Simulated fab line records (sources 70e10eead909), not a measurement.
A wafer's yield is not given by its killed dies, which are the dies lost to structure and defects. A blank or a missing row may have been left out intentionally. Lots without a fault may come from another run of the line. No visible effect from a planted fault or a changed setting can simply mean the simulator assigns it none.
A struck lot beside a sound one || flow nand_harc || 15 steps out of a route of 1302
Sound: the wafers L869.3, L869.4, L869.6. Wafers struck: L871.1, L871.2, L871.4. The cause is given at the end.
Per side, at each step with rows, come the tool, then ch with its chambers, and then its first start. Under that, the readings that differ: sound wafers || struck wafers || difference of the means || sigmas: that difference in standard deviations of wafers without a fault.
alike: same words and numbers on both sides, and readings whose means sit less than 2 such deviations apart. not compared: any withheld reading, any reading some wafer has no value for, any bound like >300 that may hide the same value, and any number with overlapping values for which the record gives no deviation.
The two part at a step that has a row with sigmas, a row that says differs or no value, or rows on one side only. When numbers do not overlap yet have no deviation, they are printed without sigmas and do not part them. A reading that every wafer of one side lacks parts them only if that side has two wafers or more.

NHARC_P_GATE_INSPECT_28:
  sound: defect_inspect-02 at day 8 17:58; struck: defect_inspect-01 at day 9 10:51
  alike: raw_defect_count
NHARC_P_GATE_DESCUM_31: chemistry O2, time 3 s.
  sound on rie_diel-12 ch 0,3, day 8 18:01; struck on rie_diel-09 ch 0,1,3, day 9 10:55
  alike: drypump_motor_current_A, oes_product_au, rf_vpp_V, showerhead_plenum_p_Torr, throttle_valve_pct
  not compared: rf_hours_counter_h
NHARC_P_GATE_ETCH_104: etches the open film in CF4/CHF3, target depth 60 nm.
  sound on rie_diel-12 ch 0,3, day 8 18:07; struck on rie_diel-09 ch 1,2,3, day 9 11:00
{"reading": "showerhead_plenum_p_Torr (Torr)", "sound": "1.51 1.50 1.50", "struck": "1.65 1.59 1.68", "difference": "+0.14", "sigmas": "+2"}
  alike: drypump_motor_current_A, oes_product_au, rf_vpp_V, throttle_valve_pct
NHARC_P_GATE_HM_OPEN_105: chemistry O2/COS, target depth 360 nm.
  sound on rie_diel-12 ch 1,3; struck on rie_diel-09 ch 1,2,3
{"reading": "showerhead_plenum_p_Torr (Torr)", "sound": "2.99 3.00 2.99", "struck": "3.27 3.15 3.34", "difference": "+0.26", "sigmas": "+3"}
  alike: drypump_motor_current_A, oes_product_au, rf_vpp_V, throttle_valve_pct
  not compared: rf_hours_counter_h
then, 1 step without rows for these wafers: NHARC_P_GATE_STRIP_106 (strips in O2/COS).
NHARC_P_GATE_ETCH_114: etches the open film in CF4/O2, target depth 30 nm, overetch 3 nm, time 16.5 s.
  sound on rie_diel-12 ch 0,2; struck on rie_diel-09 ch 0,1,3
  alike: drypump_motor_current_A, oes_o_777_au, oes_product_au, rf_vpp_V, showerhead_plenum_p_Torr, throttle_valve_pct
  not compared: rf_hours_counter_h
then, 1 step without rows for these wafers: NHARC_P_GATE_ETCH_32 (etches the open film in HBr/Cl2, target depth 150 nm, time 100.1 s).
NHARC_P_GATE_STRIP_108: strips in O2.
  sound on rie_diel-02 ch 1,2, day 8 18:40; struck on rie_diel-12 ch 0,2,3, day 9 11:32
  alike: drypump_motor_current_A, oes_product_au, rf_vpp_V, showerhead_plenum_p_Torr, throttle_valve_pct
  not compared: rf_hours_counter_h
NHARC_P_GATE_CD_MEAS_33:
  sound: cd_sem-01 at day 8 18:49; struck: cd_sem-02 at day 9 11:43
  alike: cd_nm
then, 3 steps without rows for these wafers: NHARC_P_GATE_STRIP_35 (strips in SPM, time 600 s); NHARC_P_GATE_PRECLEAN_73 (cleans in SC1); NHARC_P_GATE_SRD_74.
NHARC_P_GATE_ALD_36: deposits SiNx, target thk 20 nm, pulse time 60 s, ald cycles 223.
  sound on ald_sin-04 ch 0,3, day 8 19:17; struck on ald_sin-01 ch 0,1,2, day 9 12:10
  no value came back on the struck wafers for ald_cycles, heater_power_outer_w (W), heater_power_w (W), precursor_pulse_height_rel; on the sound wafers ald_cycles reads 223 223 223
then, 1 step without rows for these wafers: NHARC_P_GATE_ETCHBACK_37 (etches the open film in CHF3/O2, target depth 34.5 nm, time 17.2 s).
-- record jumps: 19 days between struck wafers' starts before vs after; left off in module P_GATE, resumes in module END, first step shown is number 1302 of the route --
NHARC_END_SORT_01:
  sound on prober-01 ch 0, day 28 15:54; struck on prober-02 ch 0, day 28 23:13
{"reading": "hold", "sound": "- - -", "struck": "await_dispo/2.3h/scrap await_dispo/2.3h/scrap await_dispo/2.3h/scrap", "difference": "no value on the sound wafers", "sigmas": ""}
{"reading": "killed_at_periphery", "sound": "6 7 5", "struck": "649 636 648", "difference": "+638", "sigmas": "+99 or more"}
{"reading": "killed_dies", "sound": "34 45 47", "struck": "677 677 677", "difference": "+635", "sigmas": "+32"}
  alike: killed_at_array, killed_at_other, killed_open, killed_short

== WHERE THEY PART ==
First at NHARC_P_GATE_ETCH_104; last, within this record, at NHARC_END_SORT_01.

WHY: what the simulator had put in
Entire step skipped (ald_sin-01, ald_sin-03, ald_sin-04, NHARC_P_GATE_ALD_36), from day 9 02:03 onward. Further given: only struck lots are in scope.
